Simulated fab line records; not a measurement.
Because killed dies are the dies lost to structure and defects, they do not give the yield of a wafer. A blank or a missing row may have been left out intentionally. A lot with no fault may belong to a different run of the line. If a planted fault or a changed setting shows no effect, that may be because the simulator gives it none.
Problem report in the 8D (eight disciplines) form, filled by code -- flow n5Finfet -- the parts of the form that need people (team, actions taken, sign-off) are left out

## 1. THE ISSUE
Wafers without a fault read 76.3 s, standard deviation 1.9; etchRfOnTimeS at N5_SD_EPI_N_ETCH_34 reads a mean of 93.5 s on 6 wafers belonging to 2 lots. That puts it +9.1 standard deviations away from the usual mean.
The step: etches SiARC in CF4, target depth 45.5 nm, time 75.8 s.
Earliest sighting: wafer L241.2 on rieDiel-02 at day 5 14:41. The record has a number at this step for 27 wafers belonging to 9 lots. Rule for "out", or "out of limits": more than 4 standard deviations from the usual mean. The rest of the wafers with a number are treated as sound.

## 2. WHAT IT IS, AND WHAT IT ISN'T
question,is,is not
which readings at this step,etchRfOnTimeS,"cf4FlowSccm, drypumpMotorCurrentA, oesProductAu, rfVppV, showerheadPlenumPTorr, throttleValvePct"
which lots,"L241, L242","L232, L233, L234, L237, L251, L253, L254"
which wafers of those lots,all that have a number,-
read on which tools,rieDiel-02,"rieDiel-05, rieDiel-06"
when,from day 5 14:41,"up to then (12 sound wafers); but 9 sound wafers of L251, L253, L254 came after"

## 3. WHAT RULES OUT EACH SUSPECT
Counting: a tool at any process step up to the reading remains a suspect when it ran all the lots that are out and ran no sound lot after the first of those.
- rieDiel-02 at N5_SD_EPI_N_ETCH_34 (etches SiARC in CF4, target depth 45.5 nm, time 75.8 s): kept. It ran every lot that is out, first L241 (day 5 14:41), and no sound lot after that; its last sound lot up to then is L237 (day 4 13:18). Its own readings are out on those wafers: etchRfOnTimeS.
The count leaves rieDiel-02 at N5_SD_EPI_N_ETCH_34.

## 4. THE CAUSE (what the simulator had put in)
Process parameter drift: rieDiel-02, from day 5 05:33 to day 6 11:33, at N5_SD_EPI_N_ETCH_34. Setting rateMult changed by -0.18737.
The count eliminated every tool but this one.

## 5. THE EFFECT CHAIN, in route order
One row per reading whose mean, taken over the struck wafers that have a number, lies over 3 standard deviations from the usual. Only readings for which the record gives a usual standard deviation are gone through. hours: the time from each lot's start at the first step in this table that gives one to its start at this step, as a median over the lots. sigmas: the change in usual standard deviations.
hours,step,reading,usual,on struck wafers,change,sigmas
0,N5_SD_EPI_N_ETCH_34,etchRfOnTimeS,76.3 s,93.5,+17.2,+9.1
Process steps it contains:
- N5_SD_EPI_N_ETCH_34: etches SiARC in CF4, target depth 45.5 nm, time 75.8 s.
Later measuring or inspecting steps at which every struck wafer that the step has a row for has a number for every such reading, and none has moved that far: N5_BEOL_M4_RC_MEAS_101.

## 6. WHAT WOULD HAVE CAUGHT IT SOONER
In this record no reading fell out of limits until day 5 14:41, 9 hours after the fault had begun at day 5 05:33.
